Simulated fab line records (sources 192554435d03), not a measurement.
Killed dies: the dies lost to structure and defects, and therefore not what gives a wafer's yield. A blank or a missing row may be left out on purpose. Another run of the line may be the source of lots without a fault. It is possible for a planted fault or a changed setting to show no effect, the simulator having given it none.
Matching of chambers	flow n5-finfet	4 sister chambers for N5_BEOL_M2_ALD_84 on ald-metal-01
The step deposits TaN, pulse time 2 s, purge time 3 s, co reactant purge time 2 s. 4 wafers are shown with their chamber, then 7 later ones without.

== WAFERS PAIRED WITH THEIR CHAMBERS ==
wafer	chamber	heater-power-outer-w (W)
L084.4	3	237
L084.5	0	260
L088.1	1	229
L088.4	2	237

== WAFERS WITHOUT THEIR CHAMBER ==
wafer	heater-power-outer-w (W)
L088.5	226
L092.1	264
L092.2	233
L092.3	224
L097.2	265
L097.3	234
L097.6	267

== EACH ONE'S CHAMBER ==
wafer	from the rows above	in truth
L088.5	can't be placed: 1 or 2 or 3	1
L092.1	0	0
L092.2	can't be placed: 1 or 2 or 3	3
L092.3	can't be placed: 1 or 2 or 3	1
L097.2	0	0
L097.3	can't be placed: 2 or 3 or 1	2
L097.6	0	0
Correctly placed: 3 of 7. Can't be placed from these rows: 4 (the true chamber is among the candidates in 4). 0 placed wrongly.
How it was worked out, from the rows above alone: a wafer's distance from a chamber is the root of the sum, over the readings, of the square of ((its reading less the chamber's mean) divided by the reading's scatter). If the next closest chamber is less than 2 further off than the closest, the wafer can't be placed; otherwise it belongs to the closest. A chamber's mean is the mean of its shown wafers. The scatter (one wafer shown for each chamber): square how far every hidden wafer sits from the nearest shown wafer, average those squares and take the square root.
